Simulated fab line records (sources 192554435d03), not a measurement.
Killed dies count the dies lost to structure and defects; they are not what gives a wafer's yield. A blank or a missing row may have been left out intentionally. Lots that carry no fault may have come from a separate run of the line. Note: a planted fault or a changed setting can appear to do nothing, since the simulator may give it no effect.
Lot-split experiment    flow n5_finfet    on a route of 1938 steps: 7 lots, 21 wafers read

THE SPLIT
At N5_FIN_SAQP_ALD_61 (deposits SiO2, target thk 4 nm, pulse time 1 s, purge time 2 s), the setting ald_cycles was moved away from the recipe's 43 on 7 of the 21 wafers read, by -16.3% to +14.0%. All remaining wafers had this setting at the recipe value.

The reading is taken at the split's own step.

THE READING
SiO2_of_FIN_SAQP_ALD_61.thk_nm (the simulator's own value, which no gauge read), in nm, at N5_FIN_SAQP_ALD_61 (deposits SiO2, target thk 4 nm, pulse time 1 s, purge time 2 s). There is no usual value for it anywhere in the file. Across the 14 wafers here that went through the recipe, the average is 3.996 nm and the standard deviation 0.019 nm.

wafer   tool, chamber at the split  ald_cycles as run  against the recipe  SiO2_of_FIN_SAQP_ALD_61.thk_nm, nm  against lot-mates on the recipe
L076.1  ald_sin-01, 2               43                 recipe              4.019                               -
L076.3  ald_sin-01, 0               43                 recipe              3.974                               -
L076.5  ald_sin-01, 0               43                 recipe              3.996                               -
L080.1  ald_sin-01, 3               39                 -9.3%               3.614                               -0.379
L080.3  ald_sin-01, 0               43                 recipe              3.993                               -
L080.6  ald_sin-01, 2               39                 -9.3%               3.632                               -0.361
L081.3  ald_sin-01, 0,1             43                 recipe              3.977                               -
L081.6  ald_sin-01, 0,1             43                 recipe              3.977                               -
L081.4  ald_sin-01, 2               43                 recipe              3.986                               -
L083.2  ald_sin-01, 3               43                 recipe              3.972                               -
L083.4  ald_sin-01, 1               49                 +14.0%              4.523                               +0.551
L083.5  ald_sin-01, 2               49                 +14.0%              4.541                               +0.569
L095.1  ald_sin-03, 2               43                 recipe              3.981                               -
L095.3  ald_sin-03, 0               43                 recipe              4.018                               -
L095.4  ald_sin-03, 1               43                 recipe              4.001                               -
L096.2  ald_sin-03, 3               46                 +7.0%               4.255                               +0.233
L096.4  ald_sin-03, 0               43                 recipe              4.022                               -
L096.6  ald_sin-03, 1               46                 +7.0%               4.28                                +0.258
L097.1  ald_sin-03, 1               36                 -16.3%              3.364                               -0.653
L097.3  ald_sin-03, 2               43                 recipe              4.004                               -
L097.6  ald_sin-03, 1               43                 recipe              4.03                                -
Rows listing several chambers each stand for several wafers; the file does not say which wafer went through which chamber.

THE FIT
A straight line over all 21 wafers: SiO2_of_FIN_SAQP_ALD_61.thk_nm changes by +0.0389 nm for each +1% of ald_cycles; r = +1.00; the points scatter about the line by 0.018 nm.
The same after taking each lot's own level away (the mean of its wafers on the recipe; 21 wafers): +0.0396 nm for each +1%; r = +1.00; scatter 0.016 nm.
Per that fit: largest ald_cycles move, reading shift of 0.64 nm.
Across the lots, their own levels run from 3.9720 to 4.0220 nm, a range of 2.6 times the standard deviation given above.
Hence the lot-to-lot level has little effect on the slope; both slopes agree.
Check: -0.643 nm against its lot-mates is what the line predicts for one of the wafers moved furthest among these (-16.3%) when that wafer is left out of the fit. It came out at -0.653 nm against them.

THE OTHER SPLITS THESE WAFERS WENT THROUGH
These wafers also went through other splits before the reading. Each is held against what the fit with the lots' levels taken away leaves over:
other split on the same wafers             wafers away from the commonest value  r with SiO2_of_FIN_SAQP_ALD_61.thk_nm (lot level and that fit taken away)
N5_ZERO_LAYER_EXPOSE_08 dose_mj            3                                     -0.11
N5_ZERO_LAYER_DEVELOP_10 develop_time_s    3                                     +0.68
N5_PMOS_HMC_CHANNEL_EPI_EXPOSE_06 dose_mj  7                                     -0.22
N5_PMOS_HMC_CHANNEL_EPI_PEB_07 peb_temp_c  5                                     -0.11

FILE'S OWN FIT
SiO2_of_FIN_SAQP_ALD_61.thk_nm changes by +0.0397 nm for each +1% of ald_cycles, r = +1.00.
